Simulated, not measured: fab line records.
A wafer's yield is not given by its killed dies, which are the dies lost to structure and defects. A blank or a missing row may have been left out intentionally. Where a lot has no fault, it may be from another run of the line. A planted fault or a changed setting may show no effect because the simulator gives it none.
Split-lot study | flow n5Finfet | on a route of 1938 steps: 7 lots, 39 wafers read

## ON THE SPLIT
At N5_BEOL_M10_ILD_DEP_00 (deposits SiCOH lowk from DEMS/porogen, target thk 308.51 nm, time 58 s), the setting timeS was moved away from the recipe's 58 s on 12 of the 39 wafers read, by -45.9% to +31.6%. For the rest of the wafers, this setting stayed at what the recipe calls for.

## FROM SPLIT TO READING: 1 step shown by the file between the two
- N5_BEOL_M10_CURE_71: cures SiCOH lowk, time 240 s

## THE READING
M10_ILD_THK, in nm, at N5_BEOL_M10_THK_MEAS_01. Typical for fault-free wafers on this fab line: 266 nm, with standard deviation 4 nm.

wafer  | tool, chamber at the split | timeS as run, s | against the recipe | M10_ILD_THK, nm | against lot-mates on the recipe
L074.2 | pecvd-02, 0                | 58              | recipe             | 262             | -
L074.4 | pecvd-02, 0                | 58              | recipe             | 266             | -
L074.6 | pecvd-02, 2                | 58              | recipe             | 271             | -
L076.1 | pecvd-03, 2                | 58              | recipe             | 269             | -
L076.2 | pecvd-03, 0                | 58              | recipe             | 270             | -
L076.3 | pecvd-03, 1                | 58              | recipe             | 268             | -
L076.4 | pecvd-03, 2                | 58              | recipe             | 273             | -
L076.5 | pecvd-03, 1                | 58              | recipe             | 274             | -
L076.6 | pecvd-03, 0                | 58              | recipe             | 275             | -
L086.1 | pecvd-02, 0                | 66.83           | +15.2%             | 301             | +40
L086.2 | pecvd-02, 2                | 66.83           | +15.2%             | 304             | +43
L086.3 | pecvd-02, 1                | 58              | recipe             | 258             | -
L086.4 | pecvd-02, 1                | 58              | recipe             | 263             | -
L086.5 | pecvd-02, 2                | 66.83           | +15.2%             | 307             | +46
L086.6 | pecvd-02, 0                | 58              | recipe             | 262             | -
L090.1 | pecvd-01, 1                | 58              | recipe             | 266             | -
L090.2 | pecvd-01, 2                | 58              | recipe             | 266             | -
L090.3 | pecvd-01, 0                | 58              | recipe             | 265             | -
L090.4 | pecvd-01, 2                | 58              | recipe             | 272             | -
L090.5 | pecvd-01, 0                | 58              | recipe             | 273             | -
L090.6 | pecvd-01, 1                | 58              | recipe             | 275             | -
L096.1 | pecvd-02, 0                | 44.79           | -22.8%             | 200             | -66
L096.2 | pecvd-02, 1                | 58              | recipe             | 263             | -
L096.3 | pecvd-02, 2                | 44.79           | -22.8%             | 206             | -60
L096.4 | pecvd-02, 0                | 58              | recipe             | 268             | -
L096.5 | pecvd-02, 1                | 58              | recipe             | 266             | -
L096.6 | pecvd-02, 2                | 44.79           | -22.8%             | 208             | -58
L092.1 | pecvd-02, 2                | 76.3            | +31.6%             | 350             | +83
L092.2 | pecvd-02, 0                | 76.3            | +31.6%             | 348             | +81
L092.3 | pecvd-02, 1                | 76.3            | +31.6%             | 347             | +80
L092.4 | pecvd-02, 0                | 58              | recipe             | 265             | -
L092.5 | pecvd-02, 2                | 58              | recipe             | 271             | -
L092.6 | pecvd-02, 1                | 58              | recipe             | 266             | -
L093.1 | pecvd-01, 1                | 31.38           | -45.9%             | 147             | -125
L093.2 | pecvd-01, 0                | 58              | recipe             | 273             | -
L093.3 | pecvd-01, 2                | 58              | recipe             | 272             | -
L093.4 | pecvd-01, 0                | 58              | recipe             | 272             | -
L093.5 | pecvd-01, 2                | 31.38           | -45.9%             | 148             | -124
L093.6 | pecvd-01, 1                | 31.38           | -45.9%             | 153             | -119

THE FIT
A straight line over all 39 wafers: M10_ILD_THK changes by +2.59 nm for each +1% of timeS; r = +1.00; the points scatter about the line by 4.4 nm.
The same after taking each lot's own level away (the mean of its wafers on the recipe; 39 wafers): +2.66 nm for each +1%; r = +1.00; scatter 3.1 nm.
On that fit, the largest move of timeS shifts the reading by 1.2e+02 nm.
Across the lots, their own levels run from 261.0 to 272.3 nm, a range of 2.8 times the standard deviation given above.
Hence the lot-to-lot level has little effect on the slope; both slopes agree.
Check: for one of the wafers moved furthest among these (-45.9%), held out of the fit, the line's prediction against its lot-mates is -121 nm. It came out at -125 nm against them.

## THESE WAFERS: OTHER SPLITS
These wafers also went through other splits before the reading. Each is held against what the fit with the lots' levels taken away leaves over:
other split on the same wafers      | wafers away from the commonest value | r with M10_ILD_THK (lot level and that fit taken away)
N5_BEOL_M4_VIA_ETCH_34 targetDepthA | 15                                   | +0.03
N5_BEOL_M9_ETCH_62 timeS            | 12                                   | +0.23

## THE WHOLE CHAIN: every reading that the file lists as answering this split, in the file's order
step                    | what it does                                                           | reading                                                                                  | change (the file's fit)              | r (the file's)
N5_BEOL_M10_ILD_DEP_00  | deposits SiCOH lowk from DEMS/porogen, target thk 308.51 nm, time 58 s | SiCOH_lowk_of_BEOL_M10_ILD_DEP_00.thkNm (the simulator's own value, which no gauge read) | +3.01 nm for each +1% of the setting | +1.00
N5_BEOL_M10_CURE_71     | cures SiCOH lowk, time 240 s                                           | SiCOH_lowk_of_BEOL_M10_ILD_DEP_00.thkNm (the simulator's own value, which no gauge read) | +2.65 nm for each +1% of the setting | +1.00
N5_BEOL_M10_THK_MEAS_01 |                                                                        | M10_ILD_THK                                                                              | +2.65 for each +1% of the setting    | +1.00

## THE FILE'S OWN FIT
M10_ILD_THK changes by +2.65 nm for each +1% of timeS, r = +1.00.
